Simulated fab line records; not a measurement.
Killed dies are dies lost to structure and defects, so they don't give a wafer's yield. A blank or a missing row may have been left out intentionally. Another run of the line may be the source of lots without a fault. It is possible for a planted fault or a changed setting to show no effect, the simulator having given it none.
What tool caused it? / flow n5_finfet / 9 lots, 27 wafers sampled, at 4 steps of a route of 1938

== WHAT THE GAUGES READ, wafer by wafer ==
N5_SD_EPI_N_EPI_MEAS_23.
lot=L423; measured=day 3 06:18; on=film_metro-01; thk_nm (nm)=59.7 59.3 59.3
lot=L424; measured=day 3 09:49; on=film_metro-02; thk_nm (nm)=58.0 59.2 59.4
lot=L429; measured=day 4 16:09; on=film_metro-01; thk_nm (nm)=59.6 60.3 60.9
lot=L430; measured=day 5 03:11; on=film_metro-02; thk_nm (nm)=0.9 0.5 0.9
lot=L431; measured=day 5 10:05; on=film_metro-02; thk_nm (nm)=0.0 1.9 0.7
lot=L432; measured=day 5 18:19; on=film_metro-02; thk_nm (nm)=1.7 1.7 0.4
lot=L435; measured=day 6 10:36; on=film_metro-02; thk_nm (nm)=58.2 57.5 58.8
lot=L441; measured=day 7 21:51; on=film_metro-01; thk_nm (nm)=57.7 58.5 57.5
lot=L443; measured=day 8 05:28; on=film_metro-01; thk_nm (nm)=58.2 59.2 60.4

== EACH LOT AND THE TOOL THAT RAN IT (in order: tool; ch and the chambers of the sampled wafers; start) ==
lot=L423; N5_SD_EPI_N_DESCUM_14=rie_diel-05 ch 0,2,3, day 3 02:10; N5_SD_EPI_N_ETCHBACK_44=rie_diel-05 ch 0,2,3, day 3 02:35; N5_SD_EPI_N_ETCH_16=rie_diel-05 ch 0,2,3, day 3 02:47
lot=L424; N5_SD_EPI_N_DESCUM_14=rie_diel-02 ch 0,2, day 3 06:25; N5_SD_EPI_N_ETCHBACK_44=rie_diel-02 ch 0,2, day 3 06:50; N5_SD_EPI_N_ETCH_16=rie_diel-02 ch 0,2, day 3 07:02
lot=L429; N5_SD_EPI_N_DESCUM_14=rie_diel-04 ch 1,2, day 4 12:46; N5_SD_EPI_N_ETCHBACK_44=rie_diel-04 ch 1,2, day 4 13:11; N5_SD_EPI_N_ETCH_16=rie_diel-04 ch 1,2, day 4 13:23
lot=L430; N5_SD_EPI_N_DESCUM_14=rie_diel-04 ch 0,3, day 4 23:47; N5_SD_EPI_N_ETCHBACK_44=rie_diel-04 ch 0,3, day 5 00:12; N5_SD_EPI_N_ETCH_16=rie_diel-04 ch 0,3, day 5 00:24
lot=L431; N5_SD_EPI_N_DESCUM_14=rie_diel-02 ch 0,1,3, day 5 06:42; N5_SD_EPI_N_ETCHBACK_44=rie_diel-02 ch 0,1,3, day 5 07:07; N5_SD_EPI_N_ETCH_16=rie_diel-02 ch 0,1,3, day 5 07:19
lot=L432; N5_SD_EPI_N_DESCUM_14=rie_diel-02 ch 0,2,3, day 5 14:11; N5_SD_EPI_N_ETCHBACK_44=rie_diel-02 ch 0,2,3, day 5 14:35; N5_SD_EPI_N_ETCH_16=rie_diel-02 ch 0,2,3, day 5 14:47
lot=L435; N5_SD_EPI_N_DESCUM_14=rie_diel-04 ch 0,2,3, day 6 06:28; N5_SD_EPI_N_ETCHBACK_44=rie_diel-04 ch 0,2,3, day 6 06:53; N5_SD_EPI_N_ETCH_16=rie_diel-04 ch 0,2,3, day 6 07:05
lot=L441; N5_SD_EPI_N_DESCUM_14=rie_diel-04 ch 0,1, day 7 17:43; N5_SD_EPI_N_ETCHBACK_44=rie_diel-04 ch 0,1, day 7 18:08; N5_SD_EPI_N_ETCH_16=rie_diel-04 ch 0,1, day 7 18:20
lot=L443; N5_SD_EPI_N_DESCUM_14=rie_diel-02 ch 0,2,3, day 8 02:05; N5_SD_EPI_N_ETCHBACK_44=rie_diel-02 ch 0,2,3, day 8 02:32; N5_SD_EPI_N_ETCH_16=rie_diel-02 ch 0,2,3, day 8 02:42
- N5_SD_EPI_N_DESCUM_14: chemistry O2, time 7.9 s.
- N5_SD_EPI_N_ETCHBACK_44: etches SiNx in CH3F/O2, stops on SiO2, target depth 14.5 nm.
- N5_SD_EPI_N_ETCH_16: etches SiO2 in CHF3/O2, target depth 5 nm.

== THE ANSWER, worked out from the rows above alone ==
Rule: what is usual is taken from the lots themselves. Put in order of their means at a reading, lots are off if they are a third of the lots or fewer, leave a main group of 4 or more, and stand apart from it by a gap of 3 or more times the standard deviation of the main group's means; of several such gaps the widest counts. Not used: any main group whose means are identical at the precision the tables above print for the reading. Also off: a lot with no number at a reading for which 4 or more lots have one. All remaining lots with rows at the step are treated as sound.
Off: L430, L431, L432 (N5_SD_EPI_N_EPI_MEAS_23, thk_nm). The main group has a mean of 59.0 nm with a standard deviation of 0.79.
If a tool, at a process step before that reading, ran all the lots that are off and no sound lot after the first of them, it fits. The gauges at N5_SD_EPI_N_EPI_MEAS_23 are tried like those tools. No candidate that was tried fits.

== WHAT THE SIMULATOR HAD INSERTED ==
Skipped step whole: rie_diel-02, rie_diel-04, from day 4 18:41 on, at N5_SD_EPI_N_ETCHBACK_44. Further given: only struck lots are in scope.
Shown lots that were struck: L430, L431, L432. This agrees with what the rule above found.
